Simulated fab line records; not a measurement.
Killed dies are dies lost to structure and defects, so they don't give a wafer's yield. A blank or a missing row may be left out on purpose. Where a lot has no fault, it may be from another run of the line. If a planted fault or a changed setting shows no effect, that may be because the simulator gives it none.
Which of the tools did it? | flow nand harc | 18 wafers from 6 lots sampled at 5 of the route's 1302 steps

## WHAT THE GAUGES READ, wafer by wafer
NHARC_END_SORT_01.
lot  | measured     | on        | defect limited yield (%)
L267 | day 32 20:58 | prober-02 | 93.9 0 93.4

## EACH LOT AND THE TOOL THAT RAN IT (in order: tool; ch and the chambers of the sampled wafers; start)
lot  | NHARC_A_BONDPAD_ECD_18         | NHARC_THIN_TSV_CMP_01         | NHARC_THIN_TSV_ETCHBACK_48         | NHARC_THIN_TSV_ETCH_36
L252 | ecd cu-01 ch 0,1, day 24 17:40 | cmp-02 ch 1,2, day 25 06:25   | rie diel-01 ch 0,1,3, day 25 10:00 | rie metal-02 ch 0,1, day 25 14:13
L256 | ecd cu-01 ch 0,1, day 25 22:56 | cmp-04 ch 2,3, day 26 12:01   | rie diel-03 ch 1,2, day 26 15:26   | rie metal-03 ch 0,1, day 26 19:34
L258 | ecd cu-02 ch 0,1, day 27 08:13 | cmp-03 ch 0,1, day 27 20:31   | rie diel-03 ch 1,2,3, day 28 00:08 | rie metal-01 ch 0,1, day 28 04:14
L262 | ecd cu-02 ch 0,1, day 29 04:39 | cmp-04 ch 0,1,3, day 29 17:01 | rie diel-03 ch 0,2, day 29 20:26   | rie metal-02 ch 0,1, day 30 00:40
L265 | ecd cu-02 ch 0, day 29 11:32   | cmp-04 ch 0,2,3, day 30 03:44 | rie diel-09 ch 0,1,2, day 30 07:32 | rie metal-01 ch 0,1, day 30 11:40
L267 | ecd cu-01 ch 0,1, day 31 06:57 | cmp-04 ch 0,3, day 32 02:26   | rie diel-09 ch 1,2, day 32 06:04   | rie metal-02 ch 0, day 32 10:43
- NHARC_A_BONDPAD_ECD_18: material Cu, target thk 400 nm.
- NHARC_THIN_TSV_CMP_01: polishes.
- NHARC_THIN_TSV_ETCHBACK_48: etches the open film in C4F8/Ar, target depth 1028.5 nm, time 405.17 s.
- NHARC_THIN_TSV_ETCH_36: etches the open film in Cl2/BCl3, target depth 65 nm, time 18.571 s.

## THE ANSWER, worked out from the rows above alone
Rule: the lots themselves supply what counts as usual. The widest of any qualifying gaps counts: lots, ordered by their means at a reading, are off when they make up no more than a third of the lots, leave a main group of 4 or more, and stand apart from it by 3 or more times the standard deviation of that group's means. A main group is skipped when, at the precision printed for the reading in the tables above, its means are all equal. Also off: a lot with no number at a reading for which 4 or more lots have one. Where the step has rows for the other lots, those lots are counted as sound.
Across all readings shown, no lot is off: no conclusion can be drawn from this.

## WHAT HAD BEEN PUT IN BY THE SIMULATOR
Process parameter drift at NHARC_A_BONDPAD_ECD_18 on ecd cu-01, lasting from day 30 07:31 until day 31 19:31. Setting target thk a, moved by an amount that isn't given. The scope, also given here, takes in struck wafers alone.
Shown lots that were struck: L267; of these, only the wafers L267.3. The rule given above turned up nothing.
